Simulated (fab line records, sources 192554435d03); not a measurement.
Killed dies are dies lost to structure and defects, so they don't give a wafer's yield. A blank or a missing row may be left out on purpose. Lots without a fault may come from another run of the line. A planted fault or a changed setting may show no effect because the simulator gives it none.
One fault seen from 3 desks | flow n5_finfet | each desk has only its own numbers; what lay behind them comes last

THE TOOL OWNER'S DESK: pecvd-03
The tool's own readings at N5_BEOL_M3_ILD_DEP_00 (deposits SiOC from DEMS/O2, target thk 79 nm, time 15.3 s): means of the sampled wafers that have a number, for each lot that ran on this tool. A lot is out of limits, marked OUT, if its mean lies more than 4 standard deviations from the usual mean; the brackets give that distance.
Columns: A = heater_power_w at N5_BEOL_M3_ILD_DEP_00, usual 447 W; B = showerhead_plenum_p_Torr at N5_BEOL_M3_ILD_DEP_00, usual 5.697 Torr; C = throttle_valve_pct at N5_BEOL_M3_ILD_DEP_00, usual 12.2 %
lot  | first seen here | A   | B     | C
L941 | day 9 01:41     | 426 | 5.691 | 12.0
L951 | day 10 20:59    | 402 | 5.695 | 11.8
L949 | day 10 21:16    | 394 | 5.698 | 12.1
L950 | day 10 22:47    | 403 | 5.696 | 12.0
This desk's finding: nothing out of limits on any of the 4 lots.

THE METROLOGY DESK
What the gauges read, lot by lot, whatever tool the lot ran on: means of the sampled wafers that have a number. A lot is out of limits, marked OUT, if its mean lies more than 4 standard deviations from the usual mean; the brackets give that distance. Of its 11 readings 7 are shown: those that lie furthest out on some lot.
Columns: A = M3_ILD_THK at N5_BEOL_M3_THK_MEAS_01, usual 78.9 nm; B = DIBL_N at N5_BEOL_M4_RC_MEAS_101, usual 36.5 mV/V; C = ION_N at N5_BEOL_M4_RC_MEAS_101, usual 676 uA/um; D = ION_P at N5_BEOL_M4_RC_MEAS_101, usual 462 uA/um; E = SS_N at N5_BEOL_M4_RC_MEAS_101, usual 71.5 mV/dec; F = VT_N at N5_BEOL_M4_RC_MEAS_101, usual 249 mV; G = VT_P at N5_BEOL_M4_RC_MEAS_101, usual -250 mV
lot  | first seen here | A    | B    | C   | D   | E    | F   | G
L935 | day 7 05:26     | 78.7 | 37.3 | 693 | 472 | 71.6 | 243 | -248
L934 | day 7 06:56     | 78.7 | 36.9 | 685 | 467 | 72.0 | 246 | -249
L938 | day 8 01:10     | 79.1 | 35.1 | 664 | 452 | 70.4 | 253 | -249
L941 | day 9 01:46     | 78.9 | 34.7 | 665 | 462 | 71.0 | 253 | -249
L942 | day 9 05:11     | 78.6 | 34.3 | 670 | 458 | 70.3 | 251 | -251
L945 | day 9 16:04     | 77.5 | 37.1 | 673 | 454 | 71.7 | 249 | -255
L951 | day 10 21:04    | 79.1 | 37.5 | 677 | 463 | 71.8 | 248 | -249
L949 | day 10 21:20    | 79.5 | 35.1 | 673 | 463 | 71.7 | 251 | -250
L950 | day 10 22:50    | 78.7 | 35.1 | 669 | 461 | 71.0 | 252 | -251
This desk's finding: nothing out of limits on any of the 9 lots.

THE DEFECT DESK
What the inspections along the route counted, lot by lot: means of the sampled wafers that have a number. A lot is out of limits, marked OUT, if its mean lies more than 4 standard deviations from the usual mean; the brackets give that distance.
Columns: A = raw_defect_count at N5_BEOL_M3_INSPECT_13, usual 384
lot  | first seen here | A
L935 | day 7 06:27     | 410
L934 | day 7 10:32     | 398
L938 | day 8 02:58     | 448
L941 | day 9 05:54     | 416
L942 | day 9 05:56     | 329
L945 | day 9 18:12     | 363
L951 | day 10 22:28    | 361
L949 | day 10 22:43    | 863 (+6.0) OUT
L950 | day 11 01:46    | 774 (+4.9) OUT
This desk's finding: out of limits on L949, L950; first on L949, day 10 22:43 (raw_defect_count at N5_BEOL_M3_INSPECT_13). In limits: L935, L934, L938, L941, L942, L945, L951.

PUT TOGETHER
The defect desk could have raised an alarm at day 10 22:43, on L949, L950.
The tool owner's desk saw nothing out of limits.
The metrology desk saw nothing out of limits.
The tool owner's desk has L949, L950 on record, within its limits.
The metrology desk has L949, L950 on record, within its limits.
Of the lots named, all ran N5_BEOL_M3_ILD_DEP_00 on pecvd-03.

WHAT THE SIMULATOR HAD PUT IN
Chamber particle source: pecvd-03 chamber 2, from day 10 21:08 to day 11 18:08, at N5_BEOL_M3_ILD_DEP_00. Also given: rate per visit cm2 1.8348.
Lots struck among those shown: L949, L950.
Hours from the fault's start to each desk's first reading out of limits: the defect desk, 2.
